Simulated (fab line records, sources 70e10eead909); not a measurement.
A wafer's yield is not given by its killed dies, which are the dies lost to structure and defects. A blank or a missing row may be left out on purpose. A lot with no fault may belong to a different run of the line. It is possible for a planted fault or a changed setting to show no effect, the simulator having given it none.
Which of the tools did it?    flow nandHarc    14 lots with 41 wafers sampled at 2 steps, on a route of 1159 steps

== WHAT THE GAUGES SHOWED, per wafer ==
NHARC_P_GATE_INSPECT_68.
lot   measured      on                rawDefectCount
L529  day 5 12:08   defectInspect-01  268 200 248
L530  day 5 22:26   defectInspect-01  232 191 160
L531  day 5 22:36   defectInspect-01  131 166 207
L533  day 6 14:01   defectInspect-01  116 171 108
L536  day 7 02:20   defectInspect-02  130 129 91
L535  day 7 03:34   defectInspect-02  159 163 131
L537  day 7 12:05   defectInspect-01  168 190 188
L538  day 7 16:30   defectInspect-02  159 225 183
L542  day 8 18:08   defectInspect-02  153 125 225
L543  day 9 04:49   defectInspect-02  175 119
L544  day 9 10:43   defectInspect-02  144 146 191
L549  day 10 02:02  defectInspect-01  218 136 166
L547  day 10 08:37  defectInspect-01  357 303 249
L550  day 10 19:53  defectInspect-02  274 156 251

NHARC_P_CONTACT_CD_MEAS_12 targets a cd of 90 nm.
lot   measured      on        cdNm (nm)
L529  day 5 14:01   cdSem-03  90.3 90.4 89.9
L530  day 5 23:55   cdSem-02  90.0 89.5 89.3
L531  day 6 00:29   cdSem-03  90.3 91.6 90.7
L533  day 6 15:31   cdSem-03  89.4 89.2 89.1
L536  day 7 03:52   cdSem-01  88.4 89.0 88.2
L535  day 7 05:11   cdSem-03  89.1 89.3 89.2
L537  day 7 14:13   cdSem-02  87.8 89.4 89.2
L538  day 7 18:14   cdSem-03  89.8 90.4 91.1
L542  day 8 19:44   cdSem-03  90.0 90.6 91.0
L543  day 9 06:40   cdSem-01  88.8 89.5
L544  day 9 12:34   cdSem-03  90.7 90.4 91.1
L549  day 10 03:39  cdSem-02  89.1 88.6 89.3
L547  day 10 10:20  cdSem-01  89.7 90.5 89.6
L550  day 10 21:33  cdSem-03  90.5 90.1 90.6

== WHAT TOOL EACH LOT RAN ON (gives the tool, then ch and the chambers of the sampled wafers, and finally the start) ==
Before these readings, the record contains no process step.

== WHAT THE TOOLS THEMSELVES READ (means of the sampled wafers that have a number; where no wafer has one, the mark that the record gives instead) ==
The record holds no such reading with a usual standard deviation.

== THE ANSWER, worked out from the rows above alone ==
Rule: the usual values come from the lots themselves. The widest of any qualifying gaps counts: lots, ordered by their means at a reading, are off when they make up no more than a third of the lots, leave a main group of 4 or more, and stand apart from it by 3 or more times the standard deviation of that group's means. A main group is skipped when, at the precision printed for the reading in the tables above, its means are all equal. A lot without any number at a reading at which 4 lots or more have one is off too. Any other lot the step has rows for is counted as sound. First the gauges in route order, then the tools' own readings, where a lot's mean is used as printed above. The first step at which some lot is off is used, and at that step the reading that is off furthest; a lot without a number counts as furthest.
None of the lots is off at any reading shown; this tells nothing.

== WHAT THE SIMULATOR HAD PUT IN ==
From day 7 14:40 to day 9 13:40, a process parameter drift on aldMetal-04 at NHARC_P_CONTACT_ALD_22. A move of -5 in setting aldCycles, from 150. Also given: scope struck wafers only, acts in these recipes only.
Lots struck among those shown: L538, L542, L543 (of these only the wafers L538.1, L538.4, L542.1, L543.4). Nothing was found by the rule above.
